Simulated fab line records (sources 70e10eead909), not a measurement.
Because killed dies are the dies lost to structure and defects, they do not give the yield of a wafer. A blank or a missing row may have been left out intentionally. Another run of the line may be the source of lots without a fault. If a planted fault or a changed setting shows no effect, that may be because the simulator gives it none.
Struck lot and sound lot, side by side -- flow nand_harc -- 16 steps out of a route of 1302
Sound: these wafers, L410.1, L410.2, L410.5. Wafers L407.1, L407.3, L407.5 were the ones struck. The cause comes at the end.
Per side, at each step with rows, come the tool, then ch with its chambers, and then its first start. Under that, the readings that differ: sound wafers -- struck wafers -- difference of the means -- sigmas: that difference in standard deviations of wafers without a fault.
alike: a reading whose means differ by less than 2 such deviations, as well as words and numbers matching on both sides. not compared: withheld readings; readings where some wafer has no value; bounds like >300 that might hide an equal value; numbers whose values overlap and for which the record gives no deviation.
A row with sigmas, a row that says differs or no value, or rows on one side alone: a step with any of these is where the two part. Non-overlapping numbers with no deviation appear without sigmas and do not part them. Lack of a reading on every wafer of one side parts them only where that side has two or more wafers.

first, 1 step without rows for these wafers: NHARC_A_DECK1_JOINT_SRD_15.
NHARC_A_DECK1_JOINT_DEP_16: deposits SiO2, target thk 45 nm.
  sound on pecvd-02 ch 0,1,2, day 17 02:52; struck on pecvd-04 ch 1,2, day 15 14:27
reading,sound,struck,difference,sigmas
throttle_valve_pct (%),17.0 16.6 15.7,15.3 15.1 15.0,-1.3,-2
  alike: heater_power_w, rf_fwd_power_W
NHARC_A_DECK1_JOINT_THK_MEAS_17: measures by ellipsometry.
  sound on film_metro-01, day 17 03:08; struck on film_metro-01, day 15 14:44
reading,sound,struck,difference,sigmas
thk_nm (nm),44.5 44.8 49.2,42.9 43.6 43.9,-2.7,-2
NHARC_A_DECK1_JOINT_INSPECT_05:
  sound on defect_inspect-02, day 17 03:11; struck on defect_inspect-02, day 15 14:46
  alike: raw_defect_count
then NHARC_A_ONON_D2_DEP_00 (target thk 1000 nm), 1 step lacking rows for these wafers.
NHARC_A_ONON_D2_THK_MEAS_02: measures by ellipsometry.
  sound on film_metro-01, day 17 03:46; struck on film_metro-01, day 15 15:20
  alike: thk_nm
then NHARC_A_ONON_D2_DEP_03 (target thk 1000 nm), 1 step lacking rows for these wafers.
NHARC_A_ONON_D2_THK_MEAS_05: measures by ellipsometry.
  sound on film_metro-01, day 17 04:19; struck on film_metro-01, day 15 15:55
  alike: thk_nm
then NHARC_A_ONON_D2_DEP_06 (target thk 1000 nm), 1 step lacking rows for these wafers.
NHARC_A_ONON_D2_THK_MEAS_08: measures by ellipsometry.
  sound on film_metro-02, day 17 04:53; struck on film_metro-02, day 15 16:28
  alike: thk_nm
then NHARC_A_ONON_D2_DEP_09 (target thk 1000 nm), 1 step lacking rows for these wafers.
NHARC_A_ONON_D2_THK_MEAS_11: measures by ellipsometry.
  sound on film_metro-02, day 17 05:27; struck on film_metro-02, day 15 17:02
  alike: thk_nm
NHARC_A_ONON_D2_DEP_12: target thk 1000 nm.
  sound on pecvd_onon-02 ch 0, day 17 05:30; struck on pecvd_onon-04 ch 0, day 15 17:06
  alike: nh3_flow_sccm
NHARC_A_ONON_D2_THK_MEAS_14: measures by ellipsometry.
  sound on film_metro-02, day 17 06:02; struck on film_metro-02, day 15 17:37
reading,sound,struck,difference,sigmas
thk_nm (nm),995 995 997,643 645 644,-352,-32
then, 1 step without rows for these wafers: NHARC_A_ONON_D2_ANNEAL_15 (time 3600 s).
-- break in the record here, with 12 days between the starts of the struck wafers on either side (left off in module A_ONON_D2, picked up again in module END, where the first step shown is number 1302 on the route) --
NHARC_END_SORT_01:
  here the record holds rows for the struck wafers (prober-02 ch 0, day 27 11:13) but none for the sound ones

WHERE THEY PART
Earliest at NHARC_A_DECK1_JOINT_DEP_16; latest, in this record, at NHARC_END_SORT_01.

WHY: the cause the simulator had injected
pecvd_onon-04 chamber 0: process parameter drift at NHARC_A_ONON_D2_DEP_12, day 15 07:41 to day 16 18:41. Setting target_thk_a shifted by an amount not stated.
